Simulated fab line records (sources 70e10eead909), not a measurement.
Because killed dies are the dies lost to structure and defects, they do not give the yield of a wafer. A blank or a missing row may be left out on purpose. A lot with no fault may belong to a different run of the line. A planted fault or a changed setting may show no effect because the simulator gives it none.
A lot that was struck, set against a sound lot + flow nand harc + 15 out of 1302 route steps
Sound: these wafers, L220.1, L220.4, L220.6. Wafers L227.2, L227.3, L227.4 were the ones struck. The cause comes at the end.
At each step with rows: each side's tool, then ch and its chambers, then its first start. Under that, the readings that differ: sound wafers + struck wafers + difference of the means + sigmas: that difference in standard deviations of wafers without a fault.
alike: readings with means less than 2 such deviations apart, plus words and numbers identical on both sides. not compared: withheld readings, readings lacking a value on some wafer, bounds such as >300 that could conceal the same value, and numbers that have no deviation in the record and whose values overlap.
The two part at a step that has a row with sigmas, a row that says differs or no value, or rows on one side only. Numbers that don't overlap but have no deviation are shown without sigmas and don't part them. Lack of a reading on every wafer of one side parts them only where that side has two or more wafers.

first, 1 step without rows for these wafers: NHARC_P_M1_ETCH_35 (etches the open film in N2/H2, target depth 40 nm, overetch 12 nm, time 43.94 s).
NHARC_P_M1_ETCH_15: etches the open film in C4F8/Ar, target depth 182.5 nm, time 91.2 s.
  sound: rie diel-09 ch 0,2,3; struck: rie diel-12 ch 0,1,2
| reading               | sound             | struck            | difference | sigmas |
|-----------------------|-------------------|-------------------|------------|--------|
| oes product au (a.u.) | 0.970 0.972 0.979 | 0.922 0.923 0.932 | -0.048     | -3     |
  alike: rf vpp V
  not compared: rf hours counter h
NHARC_P_M1_CD_MEAS_16:
  sound: cd sem-03 at day 7 09:50; struck: cd sem-02 at day 10 08:32
  alike: cd nm
then, 1 step without rows for these wafers: NHARC_P_M1_STRIP_18 (strips in N2/H2).
NHARC_P_M1_ETCH_28: etches the open film in CF4/N2, target depth 30 nm, time 72.99 s.
  sound: rie diel-12 ch 1,3; struck: rie diel-09 ch 1,2,3
  alike: drypump motor current A, oes product au, rf vpp V, showerhead plenum p Torr, throttle valve pct
  not compared: rf hours counter h
then, 2 steps without rows for these wafers: NHARC_P_M1_STRIP_19 (strips in post etch residue remover, time 600 s); NHARC_P_M1_DEGAS_29 (time 60 s).
NHARC_P_M1_PRE_CLEAN_30: time 30 s.
  sound on pvd sputter-01; struck on pvd sputter-02
  alike: heater power w
NHARC_P_M1_PVD_20: deposits TaN, target thk 5 nm, time 8.06 s.
  sound on pvd sputter-01; struck on pvd sputter-02
  alike: cathode dc power W, chamber pressure pa, substrate temp c, throttle valve pct
then, 2 steps without rows for these wafers: NHARC_P_M1_PVD_21 (deposits Cu, target thk 30 nm, time 20.49 s); NHARC_P_M1_ECD_22 (material Cu, target thk 400 nm).
NHARC_P_M1_ANNEAL_31: time 90 s.
  sound on rtp anneal-01 ch 0, day 7 11:21; struck on rtp anneal-01 ch 0, day 10 10:02
| reading          | sound                | struck               | difference | sigmas |
|------------------|----------------------|----------------------|------------|--------|
| wafer_temp_C_max | 226.09 226.41 225.73 | 225.41 225.27 225.95 | -0.53      | -2     |
  alike: anneal temp c max
NHARC_P_M1_CMP_23: polishes, t overpolish 20 s, target thk 157.82 nm.
  sound on cmp-03 ch 0,1,3, day 7 11:45; struck on cmp-03 ch 1,2,3, day 10 10:19
  no value came back on the struck wafers for edge zone pressure frac, motor current A (A), time to endpoint s (s); on the sound wafers edge zone pressure frac reads 1.003 1.010 1.002
  not compared: pad life wafers
NHARC_P_M1_THK_MEAS_24: measures by xrf.
  sound: film metro-01 at day 7 12:01; struck: film metro-01 at day 10 10:38
| reading     | sound             | struck            | difference | sigmas      |
|-------------|-------------------|-------------------|------------|-------------|
| thk nm (nm) | 158.1 159.4 158.6 | 397.4 405.8 396.5 | +241.2     | +99 or more |
next, for these wafers, 1 step has no rows: NHARC_P_M1_SRD_25.

== WHERE THEY PART ==
Earliest at NHARC_P_M1_ETCH_15; latest, in this record, at NHARC_P_M1_THK_MEAS_24.

WHY: what the simulator had put in
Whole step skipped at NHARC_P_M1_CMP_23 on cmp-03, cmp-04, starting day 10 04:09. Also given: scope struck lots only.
